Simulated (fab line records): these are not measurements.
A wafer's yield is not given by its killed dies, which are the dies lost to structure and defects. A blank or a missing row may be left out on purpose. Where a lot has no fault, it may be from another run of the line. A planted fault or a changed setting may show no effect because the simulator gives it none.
Matching of chambers | flow nand_harc | cmp-04 running NHARC_A_CHANNEL_FILL_D1_CMP_10: 4 sister chambers
The step polishes, target thk 150 nm. 8 wafers are shown with their chamber, then 7 later ones without.

== WAFERS, EACH WITH ITS CHAMBER ==
wafer  | chamber | motor_current_A (A) | time_to_endpoint_s (s)
L076.1 | 2       | 10.9                | 18.6
L082.1 | 2       | 10.8                | 15.3
L082.5 | 0       | 8.3                 | 14.5
L087.1 | 1       | 11.7                | 19.3
L087.4 | 0       | 8.5                 | 12.6
L087.6 | 3       | 12.3                | 18.4
L088.3 | 1       | 11.8                | 14.0
L088.5 | 3       | 12.9                | 12.7

== WAFERS WHOSE CHAMBER IS MISSING ==
wafer  | motor_current_A (A) | time_to_endpoint_s (s)
L088.6 | 10.8                | 14.6
L091.1 | 8.6                 | 11.2
L091.3 | 13.1                | 16.0
L091.4 | 11.3                | 15.4
L096.2 | 8.7                 | 10.6
L096.3 | 12.1                | 15.1
L096.6 | 13.4                | 13.4

== WHICH CHAMBER EACH ONE RAN IN ==
wafer  | from the rows above     | in truth
L088.6 | 2                       | 2
L091.1 | 0                       | 0
L091.3 | 3                       | 3
L091.4 | can't be placed: 1 or 2 | 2
L096.2 | 0                       | 0
L096.3 | can't be placed: 1 or 3 | 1
L096.6 | 3                       | 3
Correctly placed: 5 of 7. These rows do not allow placing 2 (true chamber among the candidates in 2). 0 placed wrongly.
How it was worked out, from the rows above alone: a wafer's distance from a chamber is the root of the sum, over the readings, of the square of ((its reading less the chamber's mean) divided by the reading's scatter). The wafer belongs to the nearest chamber; if the next one is less than 2 further off, it can't be placed. For every chamber, the mean is computed from those of its wafers that are shown. The scatter: take each reading less its chamber's mean, square it, sum over the shown wafers, divide by the number of wafers less the number of chambers, and take the root.
